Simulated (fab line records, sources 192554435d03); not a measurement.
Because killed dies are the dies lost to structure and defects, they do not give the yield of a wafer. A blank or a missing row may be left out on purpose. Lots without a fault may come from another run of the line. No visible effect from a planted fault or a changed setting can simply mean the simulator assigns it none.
Matching of chambers	flow n5_finfet	rie_diel-01 running N5_MOL_CONTACT_COAG_ETCH_105: 4 sister chambers
The step etches SiARC in CF4, target depth 15.6 nm, time 26 s. 8 wafers are shown with their chamber, then 8 later ones without.

WAFERS PAIRED WITH THEIR CHAMBERS
wafer	chamber	drypump_motor_current_A (A)	showerhead_plenum_p_Torr (Torr)
L074.2	3	5.5	2.13
L077.2	2	5.3	2.12
L084.4	2	5.3	2.12
L084.5	1	6.4	2.17
L091.1	3	5.4	2.11
L091.3	0	6.6	2.19
L091.4	1	6.4	2.16
L092.2	0	6.7	2.19

WAFERS WITHOUT THEIR CHAMBER
wafer	drypump_motor_current_A (A)	showerhead_plenum_p_Torr (Torr)
L092.4	6.4	2.16
L092.6	5.5	2.11
L095.1	6.4	2.16
L095.3	5.5	2.11
L095.4	5.5	2.11
L096.2	5.5	2.11
L096.3	6.4	2.16
L096.4	6.3	2.16

WHICH CHAMBER EACH ONE RAN IN
wafer	from the rows above	in truth
L092.4	1	1
L092.6	3	3
L095.1	1	1
L095.3	3	3
L095.4	3	3
L096.2	3	3
L096.3	1	1
L096.4	1	1
Placed correctly: 8 of 8. Number that these rows cannot place: 0. 0 placed wrongly.
How it was worked out, from the rows above alone: a wafer's distance from a chamber is the root of the sum, over the readings, of the square of ((its reading less the chamber's mean) divided by the reading's scatter). If the next closest chamber is less than 2 further off than the closest, the wafer can't be placed; otherwise it belongs to the closest. For every chamber, the mean is computed from those of its wafers that are shown. How the scatter is found: for the shown wafers, subtract from each reading the mean of its chamber, square and add these, divide the total by (wafers less chambers), then take the root.
